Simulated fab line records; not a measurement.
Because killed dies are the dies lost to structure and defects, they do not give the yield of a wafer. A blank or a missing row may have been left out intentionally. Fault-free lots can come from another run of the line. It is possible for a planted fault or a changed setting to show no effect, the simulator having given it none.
Comparing a struck lot with a sound one || flow nand harc || 12 steps out of a route of 1302
Sound: wafers L722.1, L722.2, L722.5. The struck wafers were L709.3, L709.5, L709.6. The cause comes at the end.
Order at every step that has rows: each side's tool, ch and its chambers, its first start. Under that, the readings that differ: sound wafers || struck wafers || difference of the means || sigmas: that difference in standard deviations of wafers without a fault.
alike: words and numbers the same on both sides, and readings whose means are apart by under 2 such deviations; not compared: readings that were withheld, readings missing a value for some wafer, numbers with overlapping values and no deviation given by the record, and bounds like >300 which may hide the same value.
The two part at a step that has a row with sigmas, a row that says differs or no value, or rows on one side only. When numbers do not overlap yet have no deviation, they are printed without sigmas and do not part them. A reading that every wafer of one side lacks parts them only if that side has two wafers or more.

first, 2 steps without rows for these wafers: NHARC_A_SOURCE_PLATE_CVD_03 (deposits poly-Si, target thk 200 nm, time 4000 s); NHARC_A_SOURCE_PLATE_ANNEAL_05 (time 1800 s).
NHARC_A_SOURCE_PLATE_THK_MEAS_06: measures by ellipsometry.
  sound: film metro-01 at day 17 03:41; struck: film metro-02 at day 11 17:54
  alike: thk nm
NHARC_A_SOURCE_PLATE_INSPECT_08:
  sound: defect inspect-02 at day 17 03:45; struck: defect inspect-01 at day 11 17:59
  alike: raw defect count
then NHARC_A_ONON_D1_DEP_00 (target thk 1000 nm), 1 step lacking rows for these wafers.
NHARC_A_ONON_D1_THK_MEAS_02: measures by ellipsometry.
  sound: film metro-01 at day 17 04:19; struck: film metro-01 at day 11 18:34
  alike: thk nm
then NHARC_A_ONON_D1_DEP_03 (target thk 1000 nm), 1 step lacking rows for these wafers.
NHARC_A_ONON_D1_THK_MEAS_05: measures by ellipsometry.
  sound: film metro-02 at day 17 04:53; struck: film metro-01 at day 11 19:07
  alike: thk nm
then NHARC_A_ONON_D1_DEP_06 (target thk 1000 nm), 1 step lacking rows for these wafers.
NHARC_A_ONON_D1_THK_MEAS_08: measures by ellipsometry.
  sound: film metro-01 at day 17 05:28; struck: film metro-01 at day 11 19:42
{"reading": "thk nm (nm)", "sound": "1020 1020 1021", "struck": "998 999 997", "difference": -22, "sigmas": -2}
NHARC_A_ONON_D1_DEP_09: target thk 1000 nm.
  sound on pecvd onon-03 ch 0, day 17 05:31; struck on pecvd onon-03, day 11 19:52
  no value came back on the struck wafers for n2 flow sccm (sccm), n2o flow sccm (sccm), susceptor temp C (C); on the sound wafers n2 flow sccm (sccm) reads 2744 2748 2749
-- the record jumps here: 17 days lie between the struck wafers' starts before and after (it left off in module A_ONON_D1 and takes up again in module END, whose first step shown is number 1302 of the route) --
NHARC_END_SORT_01:
  here the record holds rows for the struck wafers (prober-01 ch 0, day 28 08:38) but none for the sound ones

== WHERE THEY PART ==
Earliest at NHARC_A_ONON_D1_THK_MEAS_08; latest, in this record, at NHARC_END_SORT_01.

WHY: whatever the simulator had introduced
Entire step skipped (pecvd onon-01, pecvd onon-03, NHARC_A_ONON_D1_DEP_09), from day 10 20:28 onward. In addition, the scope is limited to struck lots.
